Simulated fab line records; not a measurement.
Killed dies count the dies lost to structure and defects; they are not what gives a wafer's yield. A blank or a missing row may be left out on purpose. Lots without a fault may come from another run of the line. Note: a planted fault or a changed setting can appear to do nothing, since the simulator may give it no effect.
Chamber matching + flow n5Finfet + 3 sister chambers for N5_BEOL_M6_ILD_DEP_00 on pecvd-04
The step deposits SiCOH lowk from DEMS/porogen, target thk 179.75 nm, time 33.4 s. 3 wafers are shown with their chamber, then 12 later ones without.

## WAFERS PAIRED WITH THEIR CHAMBERS
| wafer  | chamber | throttleValvePct (%) |
|--------|---------|----------------------|
| L090.6 | 2       | 14.0                 |
| L097.4 | 1       | 13.6                 |
| L097.5 | 0       | 14.0                 |

## WAFERS WITH NO CHAMBER GIVEN
| wafer  | throttleValvePct (%) |
|--------|----------------------|
| L091.1 | 13.9                 |
| L091.2 | 14.0                 |
| L091.3 | 13.1                 |
| L092.1 | 14.2                 |
| L092.2 | 13.2                 |
| L092.5 | 14.2                 |
| L094.1 | 14.0                 |
| L094.5 | 14.0                 |
| L094.6 | 14.2                 |
| L089.1 | 14.2                 |
| L089.2 | 13.6                 |
| L089.3 | 14.4                 |

## THE CHAMBER EACH PASSED THROUGH
| wafer  | from the rows above          | in truth |
|--------|------------------------------|----------|
| L091.1 | can't be placed: 0 or 2 or 1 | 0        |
| L091.2 | can't be placed: 0 or 2 or 1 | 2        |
| L091.3 | can't be placed: 1 or 0 or 2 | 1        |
| L092.1 | can't be placed: 0 or 2 or 1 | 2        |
| L092.2 | can't be placed: 1 or 0 or 2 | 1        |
| L092.5 | can't be placed: 0 or 2 or 1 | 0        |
| L094.1 | can't be placed: 0 or 2 or 1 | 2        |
| L094.5 | can't be placed: 0 or 2 or 1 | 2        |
| L094.6 | can't be placed: 0 or 2 or 1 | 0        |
| L089.1 | can't be placed: 0 or 2 or 1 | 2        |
| L089.2 | can't be placed: 1 or 0 or 2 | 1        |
| L089.3 | can't be placed: 0 or 2 or 1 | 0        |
0 of 12 placed correctly. These rows do not allow placing 12 (true chamber among the candidates in 12). 0 placed wrongly.
How it was worked out, from the rows above alone: a wafer's distance from a chamber is the root of the sum, over the readings, of the square of ((its reading less the chamber's mean) divided by the reading's scatter). If the next closest chamber is less than 2 further off than the closest, the wafer can't be placed; otherwise it belongs to the closest. For every chamber, the mean is computed from those of its wafers that are shown. The scatter (one wafer shown for each chamber): square how far every hidden wafer sits from the nearest shown wafer, average those squares and take the square root.
